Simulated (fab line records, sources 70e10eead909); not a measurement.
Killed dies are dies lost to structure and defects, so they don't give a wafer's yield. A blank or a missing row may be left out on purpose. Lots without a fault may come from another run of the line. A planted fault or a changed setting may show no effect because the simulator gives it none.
Chamber matching | flow nand_harc | NHARC_A_STAIRCASE_TRIM_229 on rie_diel-02: 4 sister chambers
The step chemistry O2, time 211.2 s. 4 wafers are shown with their chamber, then 8 later ones without.

WAFERS WITH THEIR CHAMBER
wafer  | chamber | showerhead_plenum_p_Torr (Torr)
L086.2 | 1       | 3.34
L086.3 | 2       | 3.60
L086.4 | 0       | 3.78
L084.1 | 3       | 3.37

WAFERS WITHOUT THEIR CHAMBER
wafer  | showerhead_plenum_p_Torr (Torr)
L084.2 | 3.34
L084.5 | 3.37
L088.2 | 3.77
L088.3 | 3.59
L088.6 | 3.77
L093.2 | 3.33
L093.3 | 3.59
L093.5 | 3.33

WHICH CHAMBER EACH WENT THROUGH
wafer  | from the rows above | in truth
L084.2 | 1                   | 1
L084.5 | 3                   | 3
L088.2 | 0                   | 0
L088.3 | 2                   | 2
L088.6 | 0                   | 0
L093.2 | 1                   | 1
L093.3 | 2                   | 2
L093.5 | 1                   | 1
Placed correctly: 8 of 8. Can't be placed from these rows: 0. Placed wrongly: 0.
How it was worked out, from the rows above alone: a wafer's distance from a chamber is the root of the sum, over the readings, of the square of ((its reading less the chamber's mean) divided by the reading's scatter). The wafer belongs to the nearest chamber; if the next one is less than 2 further off, it can't be placed. A chamber's mean is the mean of its shown wafers. The scatter: with one shown wafer a chamber, the root of the mean of the squares of how far each hidden wafer lies from its nearest shown one.
